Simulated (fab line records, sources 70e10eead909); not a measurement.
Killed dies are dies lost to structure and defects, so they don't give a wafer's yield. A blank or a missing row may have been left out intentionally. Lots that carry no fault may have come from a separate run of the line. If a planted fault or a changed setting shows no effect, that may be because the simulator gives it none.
fab line records	flow nandHarc
[record] lots = 5	wafers = 15	lastDay = 34
route steps=1302 shown P_ZERO_WELL@14 END@1302
lots untouched by any fault: they come from a run of this same line in which no faults occurred
startH: hours from the record's first day to the start of the lot's first wafer shown	waitH: hours since the lot's step before	" as in the row above	L1.1+2: several wafers, shown together as one row	- no value present, or no start provided	* or withheld: withheld	< > ~ a bound
route shown NAME@n: names a module that has steps shown in the file, with the first one's number in the route	usual: mean/standard deviation of fault-free wafers	same: alike in all rows	chamber/n: place in a boat	sites: per-site readings	_std_site: the values' standard deviation	_edge_site: outer sites' mean less inner sites'	radiusMm: how far each site lies from the wafer's centre	mask NAME#n: copy n	behind: the last tool/chamber to shape the wafer	hold: cause of the lot's hold/its duration in hours/its outcome	device: which transistor (n, p or np) failed to switch	end of line: the same wafers' tests at the end of the route	step lacking rows: just its recipe	killed: dies lost to structure and defects at the first sort, not the wafer's yield	map: dies across one wafer; x = killed, . = not, _ = none there
set.NAME: setting as actually run; set.NAME@STEP: the setting as run at that earlier step	model.NAME: the simulator's own value behind a step, which no gauge read
lots at some steps of the route; a table a step, a row a wafer
services: when a tool's chamber went out of use (startH, in hours from the record's first day, below 0 if earlier), for how many hours, and the reason
[[steps]]
[step NHARC_P_ZERO_WELL_CD_MEAS_11]
[recipe] targetCdNm = 500	landingEnergyEv = 500
[usual] cdNm = 500.8/2.1
lot.wafer	tool	chamber	startH	waitH	cdNm
L399.1	cdSem-03	0	31.30	-	501.1
L399.2	"	0	"	"	500.3
L399.5	"	0	"	"	499.4
L402.2	cdSem-03	0	61.12	-	501.2
L402.3	"	0	"	"	500.1
L402.6	"	0	"	"	503.1
L411.1	cdSem-01	0	151.32	-	497.2
L411.3	"	0	"	"	497.6
L411.5	"	0	"	"	497.0
L420.1	cdSem-02	0	241.12	-	502.5
L420.2	"	0	"	"	502.5
L420.6	"	0	"	"	500.3
L421.1	cdSem-03	0	251.24	-	496.7
L421.2	"	0	"	"	501.9
L421.5	"	0	"	"	496.9
[step NHARC_P_ZERO_WELL_HARDBAKE_12]
[recipe] tempC = 118	timeS = 65
[step NHARC_P_ZERO_WELL_DESCUM_13]
[recipe] timeS = 3	o2FlowSccm = 200	arFlowSccm = 0	biasPowerW = 0	chemistry = O2
[usual] drypumpMotorCurrentA = 5.7/0.52	oesProductAu = 0.999/0.011	rfVppV = 57.9/0.96	showerheadPlenumPTorr = 1.93/0.091	throttleValvePct = 11.313/0.0092
[same] biasPowerW = 0
lot.wafer	tool	chamber	startH	waitH	drypumpMotorCurrentA	oesProductAu	rfHoursCounterH	rfVppV	showerheadPlenumPTorr	throttleValvePct
L399.2	rieDiel-06	0	31.46	-	5.8	1.022	24	58.0	1.96	11.312
L399.1	"	1	"	"	5.9	1.005	22	57.8	1.99	11.313
L399.5	"	1	"	"	5.9	1.007	-	59.0	1.99	11.319
L402.2	rieDiel-13	3	61.27	-	6.4	0.996	21	57.6	1.85	11.310
L402.3	"	0	"	"	5.1	0.976	19	58.0	2.07	11.315
L402.6	"	3	"	"	6.4	0.996	-	56.8	1.85	11.306
L411.3	rieDiel-06	0	151.66	-	5.8	1.004	5	57.7	1.95	11.303
L411.1	"	1	"	"	5.9	1.002	5	58.0	1.98	11.310
L411.5	"	0	"	"	5.8	1.006	-	58.1	1.95	11.314
L420.1	rieDiel-13	3	241.28	-	6.4	0.997	23	56.7	1.83	11.314
L420.2	"	0	"	"	5.1	1.004	22	57.5	2.05	11.318
L420.6	"	3	"	"	6.4	0.987	-	56.1	1.83	11.300
L421.1	rieDiel-13	0	251.40	-	5.0	1.003	24	57.6	2.05	11.309
L421.2	"	2	"	"	5.1	0.981	24	58.4	2.00	11.304
L421.5	"	0	"	"	5.0	1.001	-	59.3	2.05	11.329
[step NHARC_P_ZERO_WELL_ETCH_65]
[recipe] targetDepthA = 800	overetchA = 240	timeS = 87.88	ionEnergyEv = 200	n2FlowSccm = 150	h2FlowSccm = 150	arFlowSccm = 0	rfW = 400	biasW = 150	chemistry = N2/H2
[usual] drypumpMotorCurrentA = 5.7/0.52	oesProductAu = 1.001/0.011	rfVppV = 431.1/2.6	showerheadPlenumPTorr = 2.06/0.096	throttleValvePct = 14.170/0.0098
lot.wafer	tool	chamber	startH	waitH	drypumpMotorCurrentA	oesProductAu	rfHoursCounterH	rfVppV	showerheadPlenumPTorr	throttleValvePct
L399.2	rieDiel-06	3	31.67	0.2	6.4	0.996	23	431.2	2.04	14.170
L399.1	"	2	"	"	5.2	1.009	21	427.8	1.89	14.174
L399.5	"	3	"	"	6.4	1.000	-	429.8	2.04	14.187
L402.2	rieDiel-13	3	61.36	0.1	6.4	0.997	21	429.1	1.97	14.178
L402.3	"	0	"	"	5.1	0.979	19	435.6	2.21	14.183
L402.6	"	0	"	"	5.0	0.973	-	434.8	2.21	14.156
L411.3	rieDiel-06	3	151.82	0.2	6.4	1.007	3	430.8	2.02	14.179
L411.1	"	0	"	"	5.8	1.019	6	430.8	2.08	14.174
L411.5	"	0	"	"	5.8	1.012	-	432.2	2.08	14.164
L420.1	rieDiel-13	2	241.36	0.1	5.1	0.988	22	433.1	2.14	14.175
L420.2	"	3	"	"	6.4	0.993	23	428.6	1.95	14.167
L420.6	"	3	"	"	6.4	0.997	-	426.9	1.95	14.170
L421.1	rieDiel-13	3	251.48	0.1	6.4	0.995	24	427.6	1.95	14.172
L421.2	"	1	"	"	5.4	1.003	22	432.3	2.09	14.161
L421.5	"	2	"	"	5.1	0.984	-	431.4	2.13	14.154
[step NHARC_P_ZERO_WELL_ETCH_62]
[recipe] targetDepthA = 130	timeS = 6.5	chf3FlowSccm = 50	arFlowSccm = 200	rfW = 500	biasW = 200	chemistry = CHF3/Ar
[usual] drypumpMotorCurrentA = 5.6/0.52	oesProductAu = 0.957/0.015	rfVppV = 371.2/2.5	showerheadPlenumPTorr = 2.37/0.1	throttleValvePct = 20.216/0.0091
lot.wafer	tool	chamber	startH	waitH	drypumpMotorCurrentA	oesProductAu	rfHoursCounterH	rfVppV	showerheadPlenumPTorr	throttleValvePct
L399.2	rieDiel-06	0	-	-	5.8	0.969	24	372.4	2.40	20.213
L399.1	"	2	"	"	5.2	0.960	21	367.5	2.19	20.214
L399.5	"	0	"	"	5.8	0.967	-	373.1	2.40	20.212
L402.2	rieDiel-13	3	-	-	6.4	0.965	21	369.1	2.26	20.209
L402.3	"	0	"	"	5.1	0.934	19	374.6	2.53	20.217
L402.6	"	0	"	"	5.1	0.942	-	374.5	2.53	20.224
L411.3	rieDiel-06	3	-	-	6.4	0.941	4	370.4	2.33	20.221
L411.1	"	2	"	"	5.2	0.944	3	374.7	2.53	20.211
L411.5	"	0	"	"	5.8	0.957	-	370.9	2.38	20.230
L420.2	rieDiel-13	2	-	-	5.1	0.956	22	371.8	2.45	20.211
L420.1	"	0	"	"	5.1	0.972	22	374.5	2.51	20.210
L420.6	"	2	"	"	5.1	0.951	-	373.1	2.45	20.218
L421.2	rieDiel-13	1	-	-	5.3	0.974	22	371.9	2.40	20.235
L421.1	"	0	"	"	5.1	0.963	24	373.7	2.51	20.236
L421.5	"	2	"	"	5.1	0.955	-	373.5	2.45	20.218
[step NHARC_P_ZERO_WELL_ETCH_63]
[recipe] targetDepthA = 1200	timeS = 40.1	hbrFlowSccm = 150	cl2FlowSccm = 50	rfW = 400	icpW = 400	biasW = 100	chemistry = HBr/Cl2
[usual] drypumpMotorCurrentA = 5.9/0.34	oesProductAu = 0.999/0.012	throttleValvePct = 26.406/0.0088
lot.wafer	tool	chamber	startH	waitH	drypumpMotorCurrentA	oesProductAu	rfHoursCounterH	throttleValvePct
L399.2	rieSi-03	2	31.84	-	5.6	0.986	0.9	26.395
L399.1	"	0	"	"	6.1	0.991	1.1	26.417
L399.5	"	2	"	"	5.6	0.988	-	26.396
L402.2	rieSi-06	2	61.53	-	6.0	1.001	0.9	26.424
L402.3	"	1	"	"	6.6	1.002	1.0	26.420
L402.6	"	3	"	"	5.9	0.999	-	26.414
L411.1	rieSi-06	2	152.26	-	6.1	1.002	0.5	26.411
L411.3	"	1	"	"	6.6	1.011	0.3	26.398
L411.5	"	3	"	"	5.9	1.008	-	26.398
L420.2	rieSi-06	2	241.53	-	6.0	1.004	0.9	26.405
L420.1	"	1	"	"	6.5	0.997	0.9	26.412
L420.6	"	2	"	"	6.0	1.014	-	26.399
L421.1	rieSi-05	3	251.65	-	5.8	0.995	0.7	26.399
L421.2	"	2	"	"	5.6	0.999	0.7	26.406
L421.5	"	3	"	"	5.7	0.989	-	26.410
[step NHARC_P_ZERO_WELL_STRIP_15]
[recipe] timeS = 900	tempC = 130	chemistry = SPM
[step NHARC_P_ZERO_WELL_DEHYDRATE_16]
[recipe] tempC = 150	timeS = 120
[step NHARC_P_ZERO_WELL_HMDS_17]
[recipe] timeS = 30
[step NHARC_P_ZERO_WELL_COAT_18]
[recipe] spinRpm = withheld
[step NHARC_P_ZERO_WELL_SOFTBAKE_19]
[recipe] tempC = 122	timeS = 95
[step NHARC_P_ZERO_WELL_EBR_20]
[step NHARC_P_ZERO_WELL_EXPOSE_21]
[recipe] na = 0.6	targetCdNm = 720	doseMj = 22.31	maskId = P_NWELL
lot.wafer	tool	chamber	startH	waitH	mask
L399.1+2+5	krfScanner-03	0	32.66	-	P_NWELL#0
L402.2+3+6	krfScanner-01	0	62.36	-	P_NWELL#0
L411.1+3+5	krfScanner-01	0	152.91	-	P_HVPW#0
L420.1+2+6	krfScanner-04	0	242.30	-	P_NWELL#0
L421.1+2+5	krfScanner-04	0	252.29	-	P_NWELL#0
[step NHARC_P_ZERO_WELL_PEB_22]
[recipe] pebTempC = 118	pebTimeS = 85
[step NHARC_P_ZERO_WELL_DEVELOP_23]
[recipe] timeS = 70
[step NHARC_P_ZERO_WELL_CD_MEAS_24]
[recipe] targetCdNm = 720	landingEnergyEv = 500
[usual] cdNm = 720.5/1.6
lot.wafer	tool	chamber	startH	waitH	cdNm
L399.1	cdSem-02	0	32.82	-	719.6
L399.2	"	0	"	"	720.1
L399.5	"	0	"	"	721.5
L402.2	cdSem-03	0	62.51	-	718.3
L402.3	"	0	"	"	719.4
L402.6	"	0	"	"	719.4
L411.1	cdSem-01	0	153.07	-	-
L411.3	"	0	"	"	-
L411.5	"	0	"	"	-
L420.1	cdSem-02	0	242.46	-	719.8
L420.2	"	0	"	"	722.6
L420.6	"	0	"	"	720.9
L421.1	cdSem-02	0	252.45	-	716.9
L421.2	"	0	"	"	719.0
L421.5	"	0	"	"	719.4
[step NHARC_P_ZERO_WELL_HARDBAKE_25]
[recipe] tempC = 125	timeS = 80
[step NHARC_END_SORT_01]
[recipe] tempC = 25
[usual] killedAtArray = 51/18	killedAtOther = 1.0/1.2	killedAtPeriphery = 3.7/2.9	killedDies = 55/19	killedOpen = 3.5/1.9	killedShort = 2.6/1.6
[same] grossDies = 677
lot.wafer	tool	chamber	startH	waitH	hold	killedAtArray	killedAtOther	killedAtPeriphery	killedDies	killedOpen	killedShort
L399.1	prober-01	0	569.67	2.5	-	56	4	4	64	2	1
L399.2	prober-01	0	570.47	2.8	-	53	2	4	59	3	0
L399.5	prober-01	0	572.87	3.7	-	60	2	2	64	0	2
L402.2	prober-01	0	586.22	2.8	-	39	3	2	44	3	7
L402.3	prober-01	0	587.02	3.1	-	20	2	2	24	3	2
L402.6	prober-01	0	589.40	4.0	-	19	1	0	20	1	2
L411.1	prober-01	0	716.53	2.5	awaitDispo/4.1h/scrap	70	3	604	677	3	4
L411.3	prober-01	0	718.18	3.1	awaitDispo/4.1h/scrap	55	3	619	677	2	4
L411.5	prober-01	0	719.82	3.8	awaitDispo/4.1h/scrap	38	4	635	677	1	0
L421.1	prober-02	0	795.03	2.5	-	33	1	1	35	5	2
L421.2	prober-02	0	795.84	2.8	-	63	0	0	63	4	3
L421.5	prober-02	0	798.26	3.7	-	54	1	3	58	7	1
L420.1	prober-01	0	813.46	2.5	-	20	1	2	23	5	0
L420.2	prober-01	0	814.26	2.8	-	20	3	2	25	5	1
L420.6	prober-01	0	817.46	4.0	-	26	2	2	30	4	2
// killed by level:class
L399.1 A_CHANNEL_HOLE_D2:chamberFilmFlake=29 A_CHANNEL_HOLE_D1:chamberFilmFlake=21 THIN_TSV:chamberFilmFlake=4 P_M1:chamberFilmFlake=3 A_CONTACT:chamberFilmFlake=2 A_CHANNEL_HOLE_D2:geometricParticle:short=1 A_CHANNEL_FILL_D2:geometricParticle:open=1 A_STAIRCASE:geometricParticle:open=1
L399.2 A_CHANNEL_HOLE_D1:chamberFilmFlake=24 A_CHANNEL_HOLE_D2:chamberFilmFlake=23 A_CHANNEL_FILL_D2:geometricParticle:open=2 P_M1:chamberFilmFlake=2 A_DECK1_JOINT:chamberFilmFlake=2 A_WL_FILL:geometricParticle:open=1 P_STI:chamberFilmFlake=1 P_GATE:chamberFilmFlake=1
L399.5 A_CHANNEL_HOLE_D1:chamberFilmFlake=27 A_CHANNEL_HOLE_D2:chamberFilmFlake=27 A_WL_FILL:chamberFilmFlake=2 A_CONTACT:chamberFilmFlake=2 THIN_TSV:chamberFilmFlake=2 P_M0:geometricParticle:short=1 A_ONON_D1:geometricParticle:short=1 P_M1:chamberFilmFlake=1
L402.2 A_CHANNEL_HOLE_D2:chamberFilmFlake=17 A_BLC:chamberFilmFlake=6 A_CONTACT:chamberFilmFlake=4 THIN_TSV:chamberFilmFlake=3 A_CHANNEL_HOLE_D1:chamberFilmFlake=2 A_SLIT:chamberFilmFlake=2 P_STI:geometricParticle:short=1 P_M2:geometricParticle:short=1
L402.3 A_CHANNEL_HOLE_D2:chamberFilmFlake=6 A_CONTACT:chamberFilmFlake=6 A_BLC:chamberFilmFlake=2 THIN_TSV:chamberFilmFlake=2 P_M0:geometricParticle:short=1 A_DECK1_JOINT:geometricParticle:open=1 A_ONON_D2:geometricParticle:short=1 A_ONON_D2:geometricParticle:open=1
L402.6 A_CHANNEL_HOLE_D2:chamberFilmFlake=9 A_CONTACT:chamberFilmFlake=5 A_CHANNEL_FILL_D2:geometricParticle:short=1 A_CHANNEL_FILL_D2:geometricParticle:open=1 A_WL_FILL:geometricParticle:short=1 A_CHANNEL_HOLE_D1:chamberFilmFlake=1 A_BLC:chamberFilmFlake=1 THIN_TSV:chamberFilmFlake=1
L411.1 P_ZERO_WELL:areaExpose=598 A_CHANNEL_HOLE_D1:chamberFilmFlake=35 A_CONTACT:chamberFilmFlake=11 P_GATE:chamberFilmFlake=5 A_STAIRCASE:chamberFilmFlake=5 A_CHANNEL_FILL_D1:chamberFilmFlake=4 A_DECK1_JOINT:chamberFilmFlake=4 THIN_TSV:chamberFilmFlake=3
L411.3 P_ZERO_WELL:areaExpose=609 A_CHANNEL_HOLE_D1:chamberFilmFlake=31 P_GATE:chamberFilmFlake=9 A_STAIRCASE:chamberFilmFlake=5 A_WL_FILL:chamberFilmFlake=4 A_CONTACT:chamberFilmFlake=4 A_CHANNEL_FILL_D1:chamberFilmFlake=3 A_SLIT:chamberFilmFlake=2
L411.5 P_ZERO_WELL:areaExpose=626 A_CHANNEL_HOLE_D1:chamberFilmFlake=21 A_CONTACT:chamberFilmFlake=9 P_GATE:chamberFilmFlake=6 THIN_TSV:chamberFilmFlake=4 A_SLIT:chamberFilmFlake=3 P_ZERO_WELL:chamberFilmFlake=2 A_STAIRCASE:chamberFilmFlake=2
L421.1 A_SLIT:chamberFilmFlake=12 A_CHANNEL_HOLE_D2:chamberFilmFlake=6 A_CONTACT:chamberFilmFlake=5 A_CONTACT:geometricParticle:open=2 A_STAIRCASE:chamberFilmFlake=2 P_CONTACT:geometricParticle:short=1 A_ONON_D1:geometricParticle:short=1 A_CHANNEL_FILL_D1:geometricParticle:open=1
L421.2 A_CHANNEL_HOLE_D2:chamberFilmFlake=24 A_SLIT:chamberFilmFlake=22 A_CONTACT:chamberFilmFlake=4 A_DECK1_JOINT:geometricParticle:short=2 A_STAIRCASE:chamberFilmFlake=2 A_WL_FILL:chamberFilmFlake=2 A_ONON_D1:geometricParticle:open=1 A_DECK1_JOINT:geometricParticle:open=1
L421.5 A_SLIT:chamberFilmFlake=31 A_CHANNEL_HOLE_D2:chamberFilmFlake=11 A_CONTACT:chamberFilmFlake=5 P_GATE:geometricParticle:open=1 P_CONTACT:geometricParticle:short=1 P_M1:geometricParticle:open=1 A_CHANNEL_FILL_D1:geometricParticle:open=1 A_DECK1_JOINT:geometricParticle:open=1
L420.1 A_CONTACT:chamberFilmFlake=5 A_SLIT:chamberFilmFlake=3 A_WL_FILL:chamberFilmFlake=3 A_M0:chamberFilmFlake=2 P_CONTACT:geometricParticle:open=1 P_M0:geometricParticle:open=1 A_CHANNEL_FILL_D2:geometricParticle:open=1 A_BLC:geometricParticle:open=1
L420.2 A_SLIT:chamberFilmFlake=6 A_CONTACT:chamberFilmFlake=5 A_M0:chamberFilmFlake=5 P_M0:geometricParticle:open=2 A_CONTACT:geometricParticle:open=1 A_BLC:geometricParticle:open=1 STARTING-WAFER:geometricParticle:short=1 STARTING-WAFER:geometricParticle:open=1
L420.6 A_SLIT:chamberFilmFlake=9 A_CHANNEL_HOLE_D2:chamberFilmFlake=3 A_M0:chamberFilmFlake=3 A_CHANNEL_HOLE_D1:chamberFilmFlake=2 A_CONTACT:chamberFilmFlake=2 THIN_TSV:chamberFilmFlake=2 P_M2:geometricParticle:open=1 A_ONON_D1:geometricParticle:short=1
// map L411.1 (x killed, . not)
____________x____________
_________xxxxxxx_________
_______xxxxxxxxxxx_______
______xxxxxxxxxxxxx______
_____xxxxxxxxxxxxxxx_____
____xxxxxxxxxxxxxxxxx____
____xxxxxxxxxxxxxxxxx____
___xxxxxxxxxxxxxxxxxxx___
___xxxxxxxxxxxxxxxxxxx___
__xxxxxxxxxxxxxxxxxxxxx__
__xxxxxxxxxxxxxxxxxxxxx__
_xxxxxxxxxxxxxxxxxxxxxxx_
_xxxxxxxxxxxxxxxxxxxxxxx_
_xxxxxxxxxxxxxxxxxxxxxxx_
_xxxxxxxxxxxxxxxxxxxxxxx_
_xxxxxxxxxxxxxxxxxxxxxxx_
xxxxxxxxxxxxxxxxxxxxxxxxx
xxxxxxxxxxxxxxxxxxxxxxxxx
xxxxxxxxxxxxxxxxxxxxxxxxx
xxxxxxxxxxxxxxxxxxxxxxxxx
xxxxxxxxxxxxxxxxxxxxxxxxx
_xxxxxxxxxxxxxxxxxxxxxxx_
_xxxxxxxxxxxxxxxxxxxxxxx_
_xxxxxxxxxxxxxxxxxxxxxxx_
_xxxxxxxxxxxxxxxxxxxxxxx_
_xxxxxxxxxxxxxxxxxxxxxxx_
__xxxxxxxxxxxxxxxxxxxxx__
__xxxxxxxxxxxxxxxxxxxxx__
___xxxxxxxxxxxxxxxxxxx___
___xxxxxxxxxxxxxxxxxxx___
____xxxxxxxxxxxxxxxxx____
____xxxxxxxxxxxxxxxxx____
_____xxxxxxxxxxxxxxx_____
______xxxxxxxxxxxxx______
_______xxxxxxxxxxx_______
_________xxxxxxx_________
____________x____________
// map L402.2 (x killed, . not)
____________.____________
_________.x....._________
_______x.........._______
______.......x...x.______
_____..............._____
____.....x...........____
____....x..........x.____
___..x..x..x.x........___
___............x......___
__............x.xxxx...__
__..............x.x....__
_.x...........x........._
_.....x........xx.x....._
_.............x..x......_
_.....x........xxx......_
_.............x........x_
.........................
..................x...x..
..................x......
.........................
............x..........x.
_.............x........._
_......................x_
_......................._
_....................x.._
_......................._
__.....................__
__....x................__
___...x...............___
___......x............___
____.................____
____.................____
_____..............._____
______.............______
_______..........._______
_________......._________
____________.____________
[[services]]
tool	chamber	startH	hours	kind
krfScanner-04	-	10.00	4.0	pm
rieSi-06	-	21.19	0.9	repair
rieSi-05	-	24.34	0.1	repair
rieSi-03	-	44.00	9.0	pm
krfScanner-03	-	57.18	4.0	pm
krfScanner-04	-	59.62	4.0	repair
rieSi-06	-	72.00	9.0	pm
rieDiel-13	1	93.53	1.3	repair
rieDiel-13	2	95.69	5.6	repair
rieDiel-13	-	99.03	34.3	repair
krfScanner-01	-	122.50	3.7	repair
rieSi-05	-	128.00	9.0	pm
rieDiel-06	-	130.38	9.0	pm
rieDiel-13	-	145.04	0.6	repair
krfScanner-01	-	163.21	4.0	pm
rieDiel-13	-	165.06	9.0	pm
krfScanner-04	-	168.25	0.5	repair
rieDiel-06	2	169.46	10.2	repair
krfScanner-04	-	182.00	4.0	pm
krfScanner-04	-	190.09	5.0	repair
krfScanner-01	-	191.88	4.6	repair
rieDiel-13	3	245.21	2.5	repair
rieSi-06	-	249.00	9.0	pm
krfScanner-01	-	250.38	5.2	repair
[[key]]
[firstSign] step = NHARC_P_ZERO_WELL_EXPOSE_21	reading = mask	direction = changed
[effect] step = NHARC_P_ZERO_WELL_CD_MEAS_24	reading = cdNm	direction = missing
[effect] step = NHARC_END_SORT_01	reading = killedAtPeriphery	direction = up	sigmas = 99+	usual = 3.7	struck = 619.3
[moreKillsBornAt] NHARC_P_ZERO_WELL_EXPOSE_21@krfScanner-01 = 1833
metAt NHARC_P_ZERO_WELL_EXPOSE_21
struckWafers L411.1,L411.3,L411.5
laterRowsLeftOut L411.1,L411.3,L411.5
testerLeftOut L411
onsetBetween 62.36 152.91
[fault] kind = wrongMask	tool = any	chamber = -	onsetH = 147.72	steps = NHARC_P_ZERO_WELL_EXPOSE_21	auxCopy = P_HVPW#0	scope = struckLotsOnly
// testerLeftOut: of these lots the tester's yield and bins aren't shown, on N5 and GAA mostly nor the transistor test; their killed dies are dies lost to structure and defects alone, not to doping, threshold or leakage, so they don't give the yield
// laterRowsLeftOut: the simulator's readings of these wafers behind a module that went badly wrong aren't trusted and aren't shown, but for the sort
